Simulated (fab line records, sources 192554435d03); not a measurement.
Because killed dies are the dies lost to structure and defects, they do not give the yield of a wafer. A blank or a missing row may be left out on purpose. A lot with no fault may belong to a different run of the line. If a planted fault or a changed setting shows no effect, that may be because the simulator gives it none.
Split-lot study || flow n5-finfet || 7 lots, 39 wafers read, on a route of 1938 steps

== THE SPLIT ==
At N5_DUMMY_GATE_ETCH_32 (etches SiO2 in CF4, target depth 3.5 nm, time 3.9 s), the setting time-s was moved away from the recipe's 3.9 s on 15 of the 39 wafers read, by -23.2% to +18.5%. The other wafers ran this setting at the recipe's value.

The split's own step is where the reading is taken.

== THE READING ==
etch.depth-nm (the simulator's own value, which no gauge read), in nm, at N5_DUMMY_GATE_ETCH_32 (etches SiO2 in CF4, target depth 3.5 nm, time 3.9 s). There is no usual value for it anywhere in the file. Average 3.502 nm, standard deviation 0.086 nm, over the 24 wafers here run with the recipe.

{"wafer": "L079.1", "tool, chamber at the split": "rie-si-02, 0", "time-s as run, s": 3.9, "against the recipe": "recipe", "etch.depth-nm, nm": 3.445, "against lot-mates on the recipe": "-"}
{"wafer": "L079.2", "tool, chamber at the split": "rie-si-02, 3", "time-s as run, s": 3.9, "against the recipe": "recipe", "etch.depth-nm, nm": 3.586, "against lot-mates on the recipe": "-"}
{"wafer": "L079.5", "tool, chamber at the split": "rie-si-02, 1", "time-s as run, s": 3.9, "against the recipe": "recipe", "etch.depth-nm, nm": 3.399, "against lot-mates on the recipe": "-"}
{"wafer": "L080.1", "tool, chamber at the split": "rie-si-05, 1", "time-s as run, s": 4.62, "against the recipe": "+18.5%", "etch.depth-nm, nm": 4.21, "against lot-mates on the recipe": "+0.671"}
{"wafer": "L080.2", "tool, chamber at the split": "rie-si-05, 0", "time-s as run, s": 4.62, "against the recipe": "+18.5%", "etch.depth-nm, nm": 4.294, "against lot-mates on the recipe": "+0.755"}
{"wafer": "L080.3", "tool, chamber at the split": "rie-si-05, 2", "time-s as run, s": 3.9, "against the recipe": "recipe", "etch.depth-nm, nm": 3.488, "against lot-mates on the recipe": "-"}
{"wafer": "L080.4", "tool, chamber at the split": "rie-si-05, 3", "time-s as run, s": 3.9, "against the recipe": "recipe", "etch.depth-nm, nm": 3.571, "against lot-mates on the recipe": "-"}
{"wafer": "L080.5", "tool, chamber at the split": "rie-si-05, 0", "time-s as run, s": 4.62, "against the recipe": "+18.5%", "etch.depth-nm, nm": 4.333, "against lot-mates on the recipe": "+0.794"}
{"wafer": "L080.6", "tool, chamber at the split": "rie-si-05, 3", "time-s as run, s": 3.9, "against the recipe": "recipe", "etch.depth-nm, nm": 3.558, "against lot-mates on the recipe": "-"}
{"wafer": "L081.1", "tool, chamber at the split": "rie-si-05, 2", "time-s as run, s": 3.15, "against the recipe": "-19.2%", "etch.depth-nm, nm": 2.863, "against lot-mates on the recipe": -0.719}
{"wafer": "L081.2", "tool, chamber at the split": "rie-si-05, 3", "time-s as run, s": 3.9, "against the recipe": "recipe", "etch.depth-nm, nm": 3.566, "against lot-mates on the recipe": "-"}
{"wafer": "L081.3", "tool, chamber at the split": "rie-si-05, 0", "time-s as run, s": 3.9, "against the recipe": "recipe", "etch.depth-nm, nm": 3.647, "against lot-mates on the recipe": "-"}
{"wafer": "L081.4", "tool, chamber at the split": "rie-si-05, 1", "time-s as run, s": 3.9, "against the recipe": "recipe", "etch.depth-nm, nm": 3.533, "against lot-mates on the recipe": "-"}
{"wafer": "L081.5", "tool, chamber at the split": "rie-si-05, 3", "time-s as run, s": 3.15, "against the recipe": "-19.2%", "etch.depth-nm, nm": 2.879, "against lot-mates on the recipe": -0.703}
{"wafer": "L081.6", "tool, chamber at the split": "rie-si-05, 2", "time-s as run, s": 3.15, "against the recipe": "-19.2%", "etch.depth-nm, nm": 2.853, "against lot-mates on the recipe": -0.729}
{"wafer": "L084.1", "tool, chamber at the split": "rie-si-02, 3", "time-s as run, s": 3.9, "against the recipe": "recipe", "etch.depth-nm, nm": 3.612, "against lot-mates on the recipe": "-"}
{"wafer": "L084.2", "tool, chamber at the split": "rie-si-02, 2", "time-s as run, s": 3.9, "against the recipe": "recipe", "etch.depth-nm, nm": 3.443, "against lot-mates on the recipe": "-"}
{"wafer": "L084.3", "tool, chamber at the split": "rie-si-02, 1", "time-s as run, s": 3.9, "against the recipe": "recipe", "etch.depth-nm, nm": 3.412, "against lot-mates on the recipe": "-"}
{"wafer": "L084.4", "tool, chamber at the split": "rie-si-02, 0", "time-s as run, s": 3.9, "against the recipe": "recipe", "etch.depth-nm, nm": 3.437, "against lot-mates on the recipe": "-"}
{"wafer": "L084.5", "tool, chamber at the split": "rie-si-02, 0", "time-s as run, s": 3.9, "against the recipe": "recipe", "etch.depth-nm, nm": 3.426, "against lot-mates on the recipe": "-"}
{"wafer": "L084.6", "tool, chamber at the split": "rie-si-02, 3", "time-s as run, s": 3.9, "against the recipe": "recipe", "etch.depth-nm, nm": 3.57, "against lot-mates on the recipe": "-"}
{"wafer": "L089.1", "tool, chamber at the split": "rie-si-05, 1", "time-s as run, s": 3.9, "against the recipe": "recipe", "etch.depth-nm, nm": 3.596, "against lot-mates on the recipe": "-"}
{"wafer": "L089.2", "tool, chamber at the split": "rie-si-05, 2", "time-s as run, s": 2.995, "against the recipe": "-23.2%", "etch.depth-nm, nm": 2.725, "against lot-mates on the recipe": -0.880}
{"wafer": "L089.3", "tool, chamber at the split": "rie-si-05, 3", "time-s as run, s": 3.9, "against the recipe": "recipe", "etch.depth-nm, nm": 3.616, "against lot-mates on the recipe": "-"}
{"wafer": "L089.4", "tool, chamber at the split": "rie-si-05, 0", "time-s as run, s": 2.995, "against the recipe": "-23.2%", "etch.depth-nm, nm": 2.786, "against lot-mates on the recipe": -0.819}
{"wafer": "L089.5", "tool, chamber at the split": "rie-si-05, 3", "time-s as run, s": 3.9, "against the recipe": "recipe", "etch.depth-nm, nm": 3.603, "against lot-mates on the recipe": "-"}
{"wafer": "L089.6", "tool, chamber at the split": "rie-si-05, 2", "time-s as run, s": 2.995, "against the recipe": "-23.2%", "etch.depth-nm, nm": 2.703, "against lot-mates on the recipe": -0.902}
{"wafer": "L090.1", "tool, chamber at the split": "rie-si-04, 2", "time-s as run, s": 3.056, "against the recipe": "-21.6%", "etch.depth-nm, nm": 2.59, "against lot-mates on the recipe": -0.842}
{"wafer": "L090.2", "tool, chamber at the split": "rie-si-04, 0", "time-s as run, s": 3.056, "against the recipe": "-21.6%", "etch.depth-nm, nm": 2.74, "against lot-mates on the recipe": -0.692}
{"wafer": "L090.3", "tool, chamber at the split": "rie-si-04, 1", "time-s as run, s": 3.9, "against the recipe": "recipe", "etch.depth-nm, nm": 3.375, "against lot-mates on the recipe": "-"}
{"wafer": "L090.4", "tool, chamber at the split": "rie-si-04, 3", "time-s as run, s": 3.9, "against the recipe": "recipe", "etch.depth-nm, nm": 3.529, "against lot-mates on the recipe": "-"}
{"wafer": "L090.5", "tool, chamber at the split": "rie-si-04, 2", "time-s as run, s": 3.056, "against the recipe": "-21.6%", "etch.depth-nm, nm": 2.628, "against lot-mates on the recipe": -0.804}
{"wafer": "L090.6", "tool, chamber at the split": "rie-si-04, 1", "time-s as run, s": 3.9, "against the recipe": "recipe", "etch.depth-nm, nm": 3.392, "against lot-mates on the recipe": "-"}
{"wafer": "L092.1", "tool, chamber at the split": "rie-si-02, 3", "time-s as run, s": 4.214, "against the recipe": "+8.1%", "etch.depth-nm, nm": 3.886, "against lot-mates on the recipe": "+0.469"}
{"wafer": "L092.2", "tool, chamber at the split": "rie-si-02, 2", "time-s as run, s": 4.214, "against the recipe": "+8.1%", "etch.depth-nm, nm": 3.706, "against lot-mates on the recipe": "+0.289"}
{"wafer": "L092.3", "tool, chamber at the split": "rie-si-02, 0", "time-s as run, s": 3.9, "against the recipe": "recipe", "etch.depth-nm, nm": 3.442, "against lot-mates on the recipe": "-"}
{"wafer": "L092.4", "tool, chamber at the split": "rie-si-02, 1", "time-s as run, s": 3.9, "against the recipe": "recipe", "etch.depth-nm, nm": 3.391, "against lot-mates on the recipe": "-"}
{"wafer": "L092.5", "tool, chamber at the split": "rie-si-02, 3", "time-s as run, s": 4.214, "against the recipe": "+8.1%", "etch.depth-nm, nm": 3.876, "against lot-mates on the recipe": "+0.459"}
{"wafer": "L092.6", "tool, chamber at the split": "rie-si-02, 2", "time-s as run, s": 3.9, "against the recipe": "recipe", "etch.depth-nm, nm": 3.418, "against lot-mates on the recipe": "-"}

THE FIT
A straight line over all 39 wafers: etch.depth-nm changes by +0.037 nm for each +1% of time-s; r = +0.98; the points scatter about the line by 0.088 nm.
The same after taking each lot's own level away (the mean of its wafers on the recipe; 39 wafers): +0.0383 nm for each +1%; r = +0.99; scatter 0.065 nm.
On that fit, the largest move of time-s shifts the reading by 0.89 nm.
The span of the lots' own levels, 3.4170 to 3.6050 nm, comes to 2.2 times the standard deviation stated above.
The two slopes agree, so the slope changes little with the lot-to-lot level.
Check: with one of the wafers moved furthest among these (-23.2%) left out of the fit, the line predicts -0.872 nm for it against its lot-mates. Against them it came out at -0.88 nm.

== OTHER SPLITS APPLIED TO THESE WAFERS ==
These wafers also went through other splits before the reading. Each is held against what the fit with the lots' levels taken away leaves over:
{"other split on the same wafers": "N5_DUMMY_GATE_EXPOSE_12 dose-mj", "wafers away from the commonest value": 15, "r with etch.depth-nm (lot level and that fit taken away)": "+0.25"}
{"other split on the same wafers": "N5_DUMMY_GATE_ETCH_37 source-w", "wafers away from the commonest value": 12, "r with etch.depth-nm (lot level and that fit taken away)": -0.01}

== FILE'S OWN FIT ==
etch.depth-nm changes by +0.038 nm for each +1% of time-s, r = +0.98.
